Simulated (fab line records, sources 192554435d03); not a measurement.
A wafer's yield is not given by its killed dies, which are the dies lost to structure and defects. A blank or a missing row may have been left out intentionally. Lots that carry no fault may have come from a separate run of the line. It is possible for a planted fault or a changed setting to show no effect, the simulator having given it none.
Code-filled problem report in 8D (eight disciplines) form :: flow n5Finfet :: the parts of the form that need people (team, actions taken, sign-off) are left out

== 1. THE ISSUE ==
Mean of trenchDepthNm at N5_STI_FIN_REVEAL_FIN_H_MEAS_10: 45.8 nm across 4 wafers in 3 lots; on wafers with no fault it is 51.9 nm (standard deviation 0.72). Relative to the usual mean, that is a shift of -8.5 standard deviations.
The first sign was on wafer L794.6 at day 7 10:18, on ocd-02. At this step, 33 wafers from 12 lots have a number in the record. By rule, "out" or "out of limits" means more than 4 standard deviations away from the usual mean. The other wafers with a number count as sound.

== 2. WHAT IT IS; WHAT IT IS NOT ==
question: which readings at this step
is: trenchDepthNm
is not: -

question: which lots
is: L794, L795, L796
is not: L776, L778, L779, L780, L784, L785, L786, L791, L798

question: which wafers of those lots
is: L794.6, L795.6, L796.5, L796.6
is not: L794.1, L795.2

question: read on which gauges
is: ocd-01, ocd-02
is not: -

question: when
is: from day 7 10:18
is not: up to then (25 sound wafers); but 4 sound wafers of L795, L798 came after

== 3. THE SUSPECTS, EACH WITH WHAT RULES IT OUT ==
Counting: any tool at a process step up to the reading remains a suspect provided it ran every lot that is out. Sound lots after the first of them don't rule it out here, since some wafers of a struck lot are sound.
- the gauge at N5_STI_FIN_REVEAL_FIN_H_MEAS_10 has been ruled out. Those wafers that are out were read across 2 gauges (ocd-01, ocd-02).
- rieDiel-03 at N5_STI_FIN_REVEAL_ETCHBACK_08 (etches SiO2 in C4F6/O2, target depth 30.5 nm, time 10.167 s): kept. Ran every lot that is out, first one L794 (day 7 07:19); last sound lot up to then L791 (day 6 11:22).
The count leaves rieDiel-03 at N5_STI_FIN_REVEAL_ETCHBACK_08.

== 4. THE CAUSE (what the simulator had put in) ==
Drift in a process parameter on rieDiel-03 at N5_STI_FIN_REVEAL_ETCHBACK_08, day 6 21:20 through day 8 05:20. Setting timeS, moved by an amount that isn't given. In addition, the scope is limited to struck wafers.
The count eliminated every tool but this one.

== 5. THE CHAIN OF EFFECTS, in route order ==
Rows list readings where the struck wafers' mean (over those with a number) sits beyond 3 standard deviations from the usual. Readings are gone through only where the record gives a usual standard deviation; hours: the median, over the lots, of the time from a lot's start at the first step in this table giving one to that lot's start at this step; sigmas: the change measured in usual standard deviations.
hours: 0
step: N5_STI_FIN_REVEAL_FIN_H_MEAS_10
reading: trenchDepthNm
usual: 51.9 nm
on struck wafers: 45.8
change: -6.1
sigmas: -8.5
Later steps that measure or inspect, where all struck wafers having a row at the step show a number for every such reading and not one has moved that far: N5_DUMMY_GATE_CD_MEAS_15.

== 6. WHAT WOULD HAVE CAUGHT IT SOONER ==
The first out-of-limits reading at a measuring or inspecting step in this record came at day 7 10:18, 13 hours after the fault's start at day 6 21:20.
Tool readings at N5_STI_FIN_REVEAL_ETCHBACK_08 with a usual standard deviation given in the record: none out on any struck wafer, hence no alarm at a limit of 4 standard deviations on them.
Of the lots that are out (3), L795, L796 began N5_STI_FIN_REVEAL_ETCHBACK_08 on rieDiel-03 after day 7 10:18. A hold on the tool at that time would have spared those 2.
